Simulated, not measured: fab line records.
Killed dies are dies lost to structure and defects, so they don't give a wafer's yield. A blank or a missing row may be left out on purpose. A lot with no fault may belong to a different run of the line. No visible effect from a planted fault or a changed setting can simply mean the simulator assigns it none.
fab line records	flow n5_finfet
record: lots: 11	wafers: 32	last_day: 18
route steps=1938 shown BEOL_M6@1256 BEOL_M7@1266 PASSIVATION@1936
lots that met no fault: from a run of the same line without faults
start_h: hours from the record's first day to the start of the lot's first wafer shown	wait_h: hours elapsed since this lot's preceding step	" identical to the entry in the row above	L1.1+2: a single row standing in for several wafers	- no value present, or no start provided	* or withheld: withheld	< > ~ a bound
route shown NAME@n: a module of which the file shows steps, and the number in the route of the first	usual: average and standard deviation across the fault-free wafers	same: alike in all rows	chamber/n: place in a boat	sites: per-site readings	_std_site: the standard deviation of these	_edge_site: outer sites' mean less inner sites'	radius_mm: for every site, how far away it sits from the centre of the wafer	mask NAME#n: copy n	behind: the most recent tool/chamber to have shaped the wafer	hold: why the lot went on hold/how many hours it stayed there/how the hold came to an end	device: transistor that didn't switch, given as n, p or np	end of line: the tests these same wafers got at the end of their route	where a step has no rows: the recipe by itself	killed: the dies lost at the first sort to structure and to defects; this is not the yield of the wafer	map: a wafer's dies, x killed, . not, _ none there
set.NAME: the setting as run; set.NAME@STEP: as run at that earlier step	model.NAME: the simulator's own value behind a step, which no gauge read
the route's steps for a sample of lots (tables are steps, rows are wafers)
services: a tool's chamber out of use, with start hour (start_h, from the record's first day; less than 0 if before it), hours out, and reason
== steps ==
step: N5_BEOL_M6_ANNEAL_51
recipe: temp_c: 225	time_s: 90	ambient: N2
usual: anneal_temp_c_max: 226.3/0.43	wafer_temp_C_max: 226.3/0.4
lot.wafer	tool	chamber	start_h	wait_h	anneal_temp_c_max	wafer_temp_C_max
L887.1	rtp_anneal-01	0	189.93	0.3	225.9	226.9
L887.5	"	0	"	"	225.9	226.6
L889.2	rtp_anneal-02	0	199.19	0.1	226.0	225.7
L889.3	"	0	"	"	226.6	225.9
L889.4	"	0	"	"	226.4	226.2
L890.1	rtp_anneal-01	0	205.83	0.2	226.3	227.5
L890.2	"	0	"	"	225.8	226.9
L890.4	"	0	"	"	225.7	226.5
L895.3	rtp_anneal-02	0	235.78	0.1	226.6	225.9
L895.4	"	0	"	"	226.3	225.8
L895.5	"	0	"	"	226.0	225.8
L896.2	rtp_anneal-02	0	241.73	0.1	226.8	225.9
L896.5	"	0	"	"	226.4	225.8
L896.6	"	0	"	"	227.0	226.0
L898.2	rtp_anneal-02	0	253.15	0.5	226.5	226.1
L898.5	"	0	"	"	226.7	226.2
L898.6	"	0	"	"	226.5	225.6
L901.1	rtp_anneal-01	0	285.54	0.5	225.5	226.7
L901.3	"	0	"	"	226.2	226.0
L901.4	"	0	"	"	225.9	226.6
L902.1	rtp_anneal-02	0	286.03	0.6	226.7	226.4
L902.4	"	0	"	"	226.2	226.3
L902.5	"	0	"	"	226.3	226.1
L906.3	rtp_anneal-02	0	303.53	1.2	226.6	226.1
L906.4	"	0	"	"	226.4	226.5
L906.6	"	0	"	"	227.2	226.2
L909.2	rtp_anneal-02	0	338.25	0.1	226.3	226.0
L909.4	"	0	"	"	226.5	225.9
L909.6	"	0	"	"	227.1	225.9
L910.3	rtp_anneal-02	0	339.28	0.1	226.7	226.4
L910.5	"	0	"	"	227.0	226.0
L910.6	"	0	"	"	226.8	226.4
step: N5_BEOL_M7_PECVD_70
recipe: material: SiO2	target_thk_a: 200	temp_c: 400	precursor: TEOS/O2	pressure_torr: 5.5	rf_w: 450	teos_flow_sccm: 53.8	gas: O2	flow_sccm: 3000	time_s: 22.7
usual: heater_power_w: 747/79	showerhead_plenum_p_Torr: 8.85/0.061	throttle_valve_pct: 22.4/1.3
lot.wafer	tool	chamber	start_h	wait_h	heater_power_w	showerhead_plenum_p_Torr	throttle_valve_pct
L887.1	pecvd-01	2	191.33	0.0	774	8.94	20.8
L887.5	"	0	"	"	713	8.75	22.3
L889.2	pecvd-04	2	200.55	0.0	765	8.78	21.8
L889.3	"	1	"	"	843	8.92	23.8
L889.4	"	1	"	"	808	8.93	23.9
L890.1	pecvd-04	1	207.23	0.0	737	8.93	23.6
L890.2	"	0	"	"	612	8.80	21.8
L890.4	"	1	"	"	761	8.90	23.7
L895.3	pecvd-01	2	237.12	0.0	655	8.95	20.9
L895.4	"	1	"	"	783	8.86	25.6
L895.5	"	2	"	"	646	8.94	21.2
L896.2	pecvd-04	2	243.59	0.0	833	8.77	22.0
L896.5	"	2	"	"	850	8.77	21.8
L896.6	"	1	"	"	875	8.92	23.9
L898.2	pecvd-04	0	254.60	0.0	595	8.79	21.8
L898.5	"	2	"	"	789	8.79	22.0
L898.6	"	1	"	"	877	8.92	23.6
L901.1	pecvd-01	2	287.24	0.0	751	8.93	21.3
L901.3	"	1	"	"	741	8.87	25.6
L901.4	"	1	"	"	760	8.86	25.5
L902.1	pecvd-03	0	287.72	0.0	803	8.89	21.6
L902.4	"	0	"	"	787	8.89	21.4
L902.5	"	2	"	"	728	8.91	21.7
L906.3	pecvd-01	0	305.00	0.0	702	8.80	22.4
L906.4	"	1	"	"	790	8.86	25.2
L906.6	"	0	"	"	707	8.77	21.9
L909.2	pecvd-01	0	340.08	0.0	736	8.76	22.2
L909.4	"	2	"	"	738	8.92	21.0
L909.6	"	1	"	"	773	8.84	25.4
L910.3	pecvd-04	0	340.59	0.0	601	8.79	21.9
L910.5	"	1	"	"	847	8.90	23.9
L910.6	"	0	"	"	626	8.79	21.9
step: N5_BEOL_M7_HM_DEP_02
recipe: material: TiN	target_thk_a: 200	temp_c: 25	chamber_pressure_pa: 0.49996
usual: throttle_valve_pct: 30.2/0.99
lot.wafer	tool	chamber	start_h	wait_h	throttle_valve_pct
L887.1	pvd_sputter-03	-	194.26	2.9	29.9
L887.5	"	-	"	"	29.7
L889.2	pvd_sputter-01	-	201.25	0.7	28.5
L889.3	"	-	"	"	30.8
L889.4	"	-	"	"	29.9
L890.1	pvd_sputter-03	-	207.92	0.7	29.8
L890.2	"	-	"	"	30.6
L890.4	"	-	"	"	31.1
L895.3	pvd_sputter-03	-	239.75	2.6	29.7
L895.4	"	-	"	"	30.0
L895.5	"	-	"	"	31.0
L896.2	pvd_sputter-02	-	245.82	2.2	27.9
L896.5	"	-	"	"	27.7
L896.6	"	-	"	"	31.1
L898.2	pvd_sputter-01	-	255.89	1.3	28.7
L898.5	"	-	"	"	29.8
L898.6	"	-	"	"	31.3
L901.1	pvd_sputter-02	-	288.00	0.7	28.0
L901.3	"	-	"	"	30.9
L901.4	"	-	"	"	31.2
L902.1	pvd_sputter-01	-	289.36	1.6	28.8
L902.4	"	-	"	"	30.8
L902.5	"	-	"	"	30.7
L906.3	pvd_sputter-03	-	306.19	1.2	30.9
L906.4	"	-	"	"	30.3
L906.6	"	-	"	"	30.9
L909.2	pvd_sputter-03	-	341.03	0.9	29.9
L909.4	"	-	"	"	30.0
L909.6	"	-	"	"	29.7
L910.3	pvd_sputter-03	-	341.23	0.6	31.0
L910.5	"	-	"	"	29.8
L910.6	"	-	"	"	30.5
step: N5_BEOL_M7_CD_MEAS_11
recipe: target_cd_nm: 38.5	landing_energy_ev: 500	detector: se_inlens	polarity: opening
usual: cd_nm: 38.7/0.54
lot.wafer	tool	chamber	start_h	wait_h	cd_nm
L887.1	cd_sem-02	0	194.64	-	38.6
L887.5	"	0	"	"	38.3
L889.2	cd_sem-03	0	201.75	-	38.3
L889.3	"	0	"	"	38.5
L889.4	"	0	"	"	38.0
L890.1	cd_sem-02	0	208.30	-	39.6
L890.2	"	0	"	"	38.5
L890.4	"	0	"	"	38.9
L895.3	cd_sem-01	0	240.25	-	39.0
L895.4	"	0	"	"	39.0
L895.5	"	0	"	"	38.4
L896.2	cd_sem-02	0	246.20	-	37.7
L896.5	"	0	"	"	37.7
L896.6	"	0	"	"	38.6
L898.2	cd_sem-01	0	256.38	-	39.0
L898.5	"	0	"	"	39.0
L898.6	"	0	"	"	39.3
L901.1	cd_sem-03	0	288.50	-	39.1
L901.3	"	0	"	"	38.7
L901.4	"	0	"	"	39.0
L902.1	cd_sem-01	0	289.86	-	38.6
L902.4	"	0	"	"	38.7
L902.5	"	0	"	"	38.2
L906.3	cd_sem-03	0	306.69	-	38.6
L906.4	"	0	"	"	38.3
L906.6	"	0	"	"	39.1
L909.2	cd_sem-01	0	341.53	-	39.2
L909.4	"	0	"	"	38.6
L909.6	"	0	"	"	38.3
L910.3	cd_sem-02	0	341.61	-	38.9
L910.5	"	0	"	"	38.7
L910.6	"	0	"	"	38.8
step: N5_BEOL_M7_INSPECT_13
recipe: mode: adi	inspect_instrument: brightfield
usual: raw_defect_count: 388/82
lot.wafer	tool	chamber	start_h	wait_h	raw_defect_count
L887.1	defect_inspect-01	-	194.69	0.0	367
L887.5	"	-	"	"	460
L889.2	defect_inspect-02	-	201.80	0.0	431
L889.3	"	-	"	"	414
L889.4	"	-	"	"	397
L890.1	defect_inspect-02	-	208.35	0.0	291
L890.2	"	-	"	"	348
L890.4	"	-	"	"	366
L895.3	defect_inspect-01	-	240.30	0.0	355
L895.4	"	-	"	"	417
L895.5	"	-	"	"	451
L896.2	defect_inspect-02	-	246.25	0.0	749
L896.5	"	-	"	"	792
L896.6	"	-	"	"	733
L898.2	defect_inspect-02	-	256.44	0.0	850
L898.5	"	-	"	"	760
L898.6	"	-	"	"	973
L901.1	defect_inspect-02	-	288.55	0.0	377
L901.3	"	-	"	"	375
L901.4	"	-	"	"	573
L902.1	defect_inspect-01	-	289.91	0.0	304
L902.4	"	-	"	"	339
L902.5	"	-	"	"	340
L906.3	defect_inspect-01	-	306.74	0.0	478
L906.4	"	-	"	"	317
L906.6	"	-	"	"	257
L909.2	defect_inspect-01	-	341.58	0.0	446
L909.4	"	-	"	"	394
L909.6	"	-	"	"	452
L910.3	defect_inspect-02	-	341.66	0.0	407
L910.5	"	-	"	"	560
L910.6	"	-	"	"	320
step: N5_PASSIVATION_PROBE_49
usual: defect_limited_yield: 90.9/1.5	killed_at_M0_to_M3: 36/10	killed_at_M4_up: 13/5.5	killed_at_contacts: 12/5.6	killed_at_front_end: 42/12	killed_at_other: 4/3.2	killed_dies: 108/18	killed_open: 71/13	killed_short: 34/7.8	sort_bin_5_function: 5.4/1	sort_bin_6_memory: 3.4/0.68	sort_n_pass: 1072/18	sort_yield_pct: 90.9/1.5
same: gross_dies: 1180	killed_at_back_side: 0	sort_bin_4_leakage[%]: 0	sort_bin_8_speed[%]: 0
lot.wafer	tool	chamber	start_h	wait_h	defect_limited_yield[%]	killed_at_M0_to_M3	killed_at_M4_up	killed_at_contacts	killed_at_front_end	killed_at_other	killed_dies	killed_open	killed_short	sort_bin_5_function[%]	sort_bin_6_memory[%]	sort_n_pass	sort_yield_pct[%]
L896.2	prober-01	-	339.71	0.1	81.4	43	131	19	23	3	219	68	30	13.0	4.2	961	81.4
L896.5	prober-01	-	339.86	0.2	80.3	32	121	27	50	2	232	82	37	12.9	5.2	948	80.3
L896.6	prober-01	-	339.91	0.3	83.5	53	101	13	27	1	195	73	34	10.1	4.6	985	83.5
L898.2	prober-01	-	347.96	0.1	85.3	24	103	11	28	8	174	55	32	10.1	3.3	1006	85.3
L898.5	prober-01	-	348.11	0.2	82.5	27	127	19	28	6	207	64	26	11.1	4.2	973	82.5
L898.6	prober-01	-	348.16	0.3	86.1	31	82	15	36	0	164	61	29	9.4	3.4	1016	86.1
killed by level:class
L896.2 BEOL_M7:unspecified=119 MOL_CONTACT_COAG:geometric_particle:open=15 BEOL_M3:geometric_particle:open=12 BEOL_M2:geometric_particle:open=9 BEOL_M1:geometric_particle:open=7 STI_FIN_REVEAL:geometric_particle:open=6 BEOL_M3:geometric_particle:short=5 STARTING-WAFER:geometric_particle:short=4
L896.5 BEOL_M7:unspecified=111 MOL_CONTACT_COAG:geometric_particle:open=23 STI_FIN_REVEAL:geometric_particle:open=17 FIN_SAQP:geometric_particle:short=9 BEOL_M2:geometric_particle:open=8 BEOL_M3:geometric_particle:open=8 FIN_SAQP:geometric_particle:open=7 STI_FIN_REVEAL:geometric_particle:short=4
L896.6 BEOL_M7:unspecified=87 BEOL_M3:geometric_particle:open=15 MOL_CONTACT_COAG:geometric_particle:open=12 BEOL_M1:geometric_particle:open=12 BEOL_M0_SAQP:geometric_particle:open=8 BEOL_M0_SAQP:geometric_particle:short=7 FIN_SAQP:geometric_particle:short=6 BEOL_M4:geometric_particle:open=6
L898.2 BEOL_M7:unspecified=87 BEOL_M4:geometric_particle:open=12 MOL_CONTACT_COAG:geometric_particle:open=9 BEOL_M0_SAQP:geometric_particle:short=9 STI_FIN_REVEAL:geometric_particle:open=7 DUMMY_GATE:geometric_particle:open=7 BEOL_M0_SAQP:geometric_particle:open=6 FIN_SAQP:geometric_particle:short=4
L898.5 BEOL_M7:unspecified=113 MOL_CONTACT_COAG:geometric_particle:open=12 STI_FIN_REVEAL:geometric_particle:open=9 BEOL_M1:geometric_particle:open=9 MOL_CONTACT_COAG:geometric_particle:short=7 DUMMY_GATE:geometric_particle:open=6 BEOL_M3:geometric_particle:open=5 BEOL_M0_SAQP:geometric_particle:open=4
L898.6 BEOL_M7:unspecified=74 MOL_CONTACT_COAG:geometric_particle:open=14 BEOL_M0_SAQP:geometric_particle:short=9 STI_FIN_REVEAL:geometric_particle:open=8 BEOL_M0_SAQP:geometric_particle:open=7 BEOL_M1:geometric_particle:open=6 DUMMY_GATE:geometric_particle:short=5 DUMMY_GATE:geometric_particle:open=5
== services ==
tool	chamber	start_h	hours	kind
pecvd-04	2	170.42	5.5	scheduled_down
pecvd-03	1	218.40	5.5	scheduled_down
pecvd-03	0	224.32	5.5	scheduled_down
pvd_sputter-02	-	279.52	3.8	repair
pecvd-01	-	289.64	1.0	repair
pecvd-04	1	298.99	6.2	repair
pecvd-04	2	303.65	2.1	scheduled_down
pecvd-04	1	317.58	4.5	repair
pvd_sputter-01	-	320.04	19.6	repair
pecvd-04	1	327.41	2.1	scheduled_down
== key ==
first_sign: step: N5_BEOL_M7_INSPECT_13	reading: raw_defect_count	direction: up	sigmas: 5.1	usual: 388	struck: 810
effect: step: N5_PASSIVATION_PROBE_49	reading: killed_at_M4_up	direction: up	sigmas: 18	usual: 13	struck: 111
more_kills_born_at: N5_BEOL_M7_PECVD_70@pecvd-04: 591
met_at N5_BEOL_M7_PECVD_70
struck_lots L896,L898
not_acting_at N5_BEOL_M6_ANNEAL_51,N5_BEOL_M7_HM_DEP_02,N5_BEOL_M7_CD_MEAS_11
onset_between 207.23 243.59
fault: kind: chamber_particle_source	tool: pecvd-04	chamber: -	onset_h: 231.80	steps: N5_BEOL_M7_PECVD_70	rate_per_visit_cm2: 0.66637	end_h: 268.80
